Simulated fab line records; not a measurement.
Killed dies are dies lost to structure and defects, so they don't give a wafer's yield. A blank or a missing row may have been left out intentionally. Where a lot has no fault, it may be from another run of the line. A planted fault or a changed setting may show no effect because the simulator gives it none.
A lot that was struck, set against a sound lot ; flow n5 finfet ; 43 steps out of a route of 1938
Sound: these wafers, L393.1, L393.2, L393.3. The struck wafers were L397.3, L397.4, L397.5. The cause is named last.
At each step with rows: each side's tool, then ch and its chambers, then its first start. Under that, the readings that differ: sound wafers ; struck wafers ; difference of the means ; sigmas: that difference in standard deviations of wafers without a fault.
alike: a reading whose means differ by less than 2 such deviations, as well as words and numbers matching on both sides. not compared: withheld readings; readings where some wafer has no value; bounds like >300 that might hide an equal value; numbers whose values overlap and for which the record gives no deviation.
Wherever a step has rows on one side only, a row that says differs or no value, or a row with sigmas, the two part there. When numbers do not overlap yet have no deviation, they are printed without sigmas and do not part them. Lack of a reading on every wafer of one side parts them only where that side has two or more wafers.

first, 3 steps without rows for these wafers: N5_SD_EPI_N_ETCH_34 (etches SiARC in CF4, target depth 45.5 nm, time 75.8 s); N5_SD_EPI_N_ETCH_35 (etches SOC in N2/H2, overetch 108 nm, time 486 s); N5_SD_EPI_N_STRIP_36 (strips in N2/H2).
N5_SD_EPI_N_ETCHBACK_44: etches SiNx in CH3F/O2, stops on SiO2, target depth 14.5 nm.
  sound on rie diel-03 ch 0,2,3, day 4 13:10; struck on rie diel-03 ch 0,1,2, day 5 13:03
  alike: drypump motor current A, mfc ar sccm, oes_ar_750_au, oes product au, rf vpp V, showerhead plenum p Torr, throttle valve pct
  not compared: rf hours counter h
then, 8 steps without rows for these wafers: N5_SD_EPI_N_ETCH_45 (etches SiOCN in CH3F/O2, target depth 6 nm); N5_SD_EPI_N_ETCH_16 (etches SiO2 in CHF3/O2, target depth 5 nm); N5_SD_EPI_N_STRIP_47 (strips in CHF3/O2); N5_SD_EPI_N_SD_RECESS_17 (chemistry HBr/Cl2/O2, target depth 41 nm, time 23.7 s, bt time 3 s); N5_SD_EPI_N_STRIP_38 (strips in N2/H2); N5_SD_EPI_N_WET_ETCH_43 (etches SiO2 in dHF, time 14 s, target depth 1.5 nm); N5_SD_EPI_N_STRIP_18 (strips in SPM, time 750 s); N5_SD_EPI_N_SRD_20 (time 30 s).
N5_SD_EPI_N_PRECLEAN_48: cleans in NF3:NH3, afs cycles 2, time 20 s, sublimation time 60 s.
  sound on epi rpcvd-01 ch 0, day 4 13:55; struck on epi rpcvd-01 ch 0, day 5 13:56
reading;sound;struck;difference;sigmas
susceptor temp C (C);29.86 29.96 29.98;- - -;no value on the struck wafers;
then, 1 step without rows for these wafers: N5_SD_EPI_N_VAPOR_ETCH_50 (etches Si in HCl, time 54 s).
N5_SD_EPI_N_EPI_21: deposits Si:P, time 690 s.
  sound on epi rpcvd-01 ch 0, day 4 14:52; struck on epi rpcvd-01 ch 0, day 5 15:14
reading;sound;struck;difference;sigmas
model.Si-P_of_SD_EPI_N_EPI_21.thk nm (nm);59.2 60.6 60.2;52.6 52.8 52.4;-7.4;
  alike: susceptor temp C
N5_SD_EPI_N_EPI_MEAS_23:
  sound on film metro-02, day 4 17:55; struck on film metro-02, day 5 16:46
reading;sound;struck;difference;sigmas
thk nm (nm);61.6 60.6 61.1;51.5 51.7 51.4;-9.6;-9
then, 3 steps without rows for these wafers: N5_SD_EPI_N_PRECLEAN_24 (cleans in O3/DIW, time 60 s); N5_SD_EPI_N_SRD_25 (time 30 s); N5_SD_EPI_N_PRECLEAN_49 (cleans in NF3:NH3, afs cycles 1, time 20 s, sublimation time 60 s).
N5_SD_EPI_N_LINER_46: material SiNx, target thk 3 nm.
  sound on ald sin-03 ch 0,1,2, day 4 18:13; struck on ald sin-04 ch 0,1,3, day 5 17:08
  alike: heater power w, susceptor temp C
N5_SD_EPI_N_INSPECT_26: inspects for defects (darkfield).
  sound on defect inspect-02, day 4 18:28; struck on defect inspect-01, day 5 17:23
  alike: raw defect count
then, 8 steps without rows for these wafers: N5_SD_EPI_P_COAT_34 (time 60 s, resist thk 350 nm); N5_SD_EPI_P_COAT_35 (time 60 s, resist thk 35 nm); N5_SD_EPI_P_COAT_03 (resist thk 150 nm); N5_SD_EPI_P_EBR_05; N5_SD_EPI_P_SOFTBAKE_04 (time 60 s); N5_SD_EPI_P_EXPOSE_06 (exposes mask SD P BLK, target cd 240 nm); N5_SD_EPI_P_PEB_07 (peb time 60 s); N5_SD_EPI_P_DEVELOP_08 (develop time 30 s).
N5_SD_EPI_P_CD_MEAS_09: target cd 240 nm.
  sound on cd sem-01 ch 0, day 4 18:44; struck on cd sem-02 ch 0, day 5 17:40
  alike: cd nm
N5_SD_EPI_P_OVL_MEAS_10:
  sound on overlay-02 ch 0, day 4 18:46; struck on overlay-02 ch 0, day 5 17:41
  alike: SD_P_BLK_OVL
N5_SD_EPI_P_INSPECT_11: inspects for defects (macro).
  sound on defect inspect-02, day 4 18:47; struck on defect inspect-02, day 5 17:43
  alike: raw defect count
then, 2 steps without rows for these wafers: N5_SD_EPI_P_DESCUM_14 (chemistry O2, time 7.9 s); N5_SD_EPI_P_ETCH_36 (etches SiARC in CF4, target depth 45.5 nm, time 75.8 s).
N5_SD_EPI_P_ETCH_37: etches SOC in N2/H2, overetch 108 nm, time 486 s.
  sound on rie diel-06 ch 0,1,2, day 4 19:01; struck on rie diel-06 ch 0,1,2, day 5 17:50
  alike: drypump motor current A, n2 flow sccm, oes product au, rf vpp V, showerhead plenum p Torr, temp c, throttle valve pct
  not compared: rf hours counter h
then, 2 steps without rows for these wafers: N5_SD_EPI_P_STRIP_38 (strips in N2/H2); N5_SD_EPI_P_ETCHBACK_46 (etches SiNx in CH3F/O2, stops on SiO2, target depth 17.5 nm).
N5_SD_EPI_P_ETCH_47: etches SiOCN in CH3F/O2, target depth 25 nm.
  sound on rie diel-06 ch 0,1,2, day 4 19:26; struck on rie diel-06 ch 0,1,2, day 5 18:16
  alike: drypump motor current A, mfc ar sccm, oes_ar_750_au, oes product au, rf vpp V, showerhead plenum p Torr, throttle valve pct
  not compared: rf hours counter h
then, 2 steps without rows for these wafers: N5_SD_EPI_P_ETCH_16 (etches SiO2 in CHF3/O2, target depth 5 nm); N5_SD_EPI_P_STRIP_50 (strips in CHF3/O2).
N5_SD_EPI_P_SD_RECESS_17: chemistry HBr/Cl2/O2, target depth 39.1 nm, bt time 3 s.
  sound on rie si-03 ch 0,2,3, day 4 19:37; struck on rie si-03 ch 0,1, day 5 18:26
  alike: drypump motor current A, mfc cl2 sccm, oes product au, throttle valve pct
  not compared: rf hours counter h
then, 1 step without rows for these wafers: N5_SD_EPI_P_WET_ETCH_45 (etches SiO2 in dHF, time 10.7 s, target depth 2 nm, rinse time 30 s).
N5_MOL_CONTACT_COAG_ETCH_15: etches SiNx in CH3F/O2, stops on Si:P, target depth 7 nm.
  sound on rie diel-05 ch 0,2,3, day 6 06:41; struck on rie diel-05 ch 1,2, day 7 03:31
reading;sound;struck;difference;sigmas
model.Si-P_of_SD_EPI_N_EPI_21.thk nm (nm);58.4 59.8 59.4;51.8 52 51.6;-7.4;
  alike: drypump motor current A, mfc ar sccm, oes_ar_750_au, oes product au, rf vpp V, showerhead plenum p Torr, throttle valve pct
  not compared: rf hours counter h

WHERE THEY PART
At N5_SD_EPI_N_PRECLEAN_48 first; at N5_SD_EPI_N_EPI_MEAS_23 last (within this record only). Later steps at which nothing parts them and some readings are alike: N5_SD_EPI_N_LINER_46, N5_SD_EPI_N_INSPECT_26, N5_SD_EPI_P_CD_MEAS_09, N5_SD_EPI_P_OVL_MEAS_10, N5_SD_EPI_P_INSPECT_11, N5_SD_EPI_P_ETCH_37, N5_SD_EPI_P_ETCH_47, N5_SD_EPI_P_SD_RECESS_17, N5_MOL_CONTACT_COAG_ETCH_15.

WHY: whatever the simulator had introduced
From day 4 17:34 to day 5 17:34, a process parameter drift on epi rpcvd-01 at N5_SD_EPI_N_PRECLEAN_48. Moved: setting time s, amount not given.
